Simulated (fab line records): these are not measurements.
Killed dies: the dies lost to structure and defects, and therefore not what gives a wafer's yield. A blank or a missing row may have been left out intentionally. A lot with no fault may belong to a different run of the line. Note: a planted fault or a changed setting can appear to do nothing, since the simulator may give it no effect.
Which of the tools did it?    flow nandHarc    21 wafers from 7 lots sampled at 4 of the route's 1159 steps

WHAT THE GAUGES READ, wafer by wafer
NHARC_A_ONON_D1_THK_MEAS_21: measures by ellipsometry.
lot   measured      on            thkNm (nm)
L710  day 8 13:52   filmMetro-02  995 994 994
L711  day 8 17:33   filmMetro-02  995 997 996
L719  day 10 16:22  filmMetro-01  1014 1061 1014
L725  day 12 10:24  filmMetro-02  1000 999 1001
L728  day 12 18:02  filmMetro-01  1002 1002 1002
L730  day 13 07:11  filmMetro-02  999 999 999
L732  day 13 11:12  filmMetro-02  987 986 986

TOOL THAT RAN EACH LOT (tool first, then ch and the chambers of the sampled wafers, then the start)
lot   NHARC_P_BONDPAD_STRIP_15           NHARC_A_ZERO_WELL_DESCUM_12        NHARC_A_ONON_D1_DEP_19
L710  rieDiel-09 ch 1,2,3, day 7 01:39   rieDiel-03 ch 0,1,2, day 7 05:19   pecvdOnon-03 ch 0, day 8 13:22
L711  rieDiel-09 ch 0,1,2, day 7 04:53   rieDiel-06 ch 0,1,3, day 7 08:34   pecvdOnon-02 ch 0, day 8 17:02
L719  rieDiel-01 ch 0,2,3, day 8 20:34   rieDiel-06 ch 0,2,3, day 9 00:04   pecvdOnon-02 ch 0, day 10 15:51
L725  rieDiel-11 ch 1,3, day 10 17:08    rieDiel-03 ch 1,2,3, day 10 20:54  pecvdOnon-04 ch 0, day 12 09:53
L728  rieDiel-09 ch 0,1,2, day 11 02:19  rieDiel-03 ch 1,2, day 11 06:08    pecvdOnon-03 ch 0, day 12 17:35
L730  rieDiel-01 ch 0,1,3, day 11 18:37  rieDiel-06 ch 0,1,2, day 11 22:09  pecvdOnon-04 ch 0, day 13 06:44
L732  rieDiel-01 ch 2,3, day 11 22:44    rieDiel-10 ch 1,2,3, day 12 02:25  pecvdOnon-04 ch 0, day 13 10:45
- NHARC_P_BONDPAD_STRIP_15: strips in O2.
- NHARC_A_ZERO_WELL_DESCUM_12: chemistry O2, time 3 s.
- NHARC_A_ONON_D1_DEP_19: target thk 1000 nm.

THE ANSWER, worked out from the rows above alone
Rule: what is usual is taken from the lots themselves. The widest of any qualifying gaps counts: lots, ordered by their means at a reading, are off when they make up no more than a third of the lots, leave a main group of 4 or more, and stand apart from it by 3 or more times the standard deviation of that group's means. The tables above print the reading to a certain number of digits; a main group whose means all agree to those digits is not used. Also off: a lot with no number at a reading for which 4 or more lots have one. The other lots that the step has rows for count as sound.
Off: L719 (NHARC_A_ONON_D1_THK_MEAS_21, thkNm). Mean 996 nm and standard deviation 5.1 in the main group.
If a tool, at a process step before that reading, ran all the lots that are off and no sound lot after the first of them, it fits. Those tools and the gauges at NHARC_A_ONON_D1_THK_MEAS_21 are tried in the same way. One fits: NHARC_A_ONON_D1_DEP_19 on pecvdOnon-02. Its last sound lot is L711 (day 8 17:02), its first lot that is off L719 (day 10 15:51): a fault that began between those two fits.

WHAT THE SIMULATOR HAD INSERTED
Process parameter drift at NHARC_A_ONON_D1_DEP_19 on pecvdOnon-02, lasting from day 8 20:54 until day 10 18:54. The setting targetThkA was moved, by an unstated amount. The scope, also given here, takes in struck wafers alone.
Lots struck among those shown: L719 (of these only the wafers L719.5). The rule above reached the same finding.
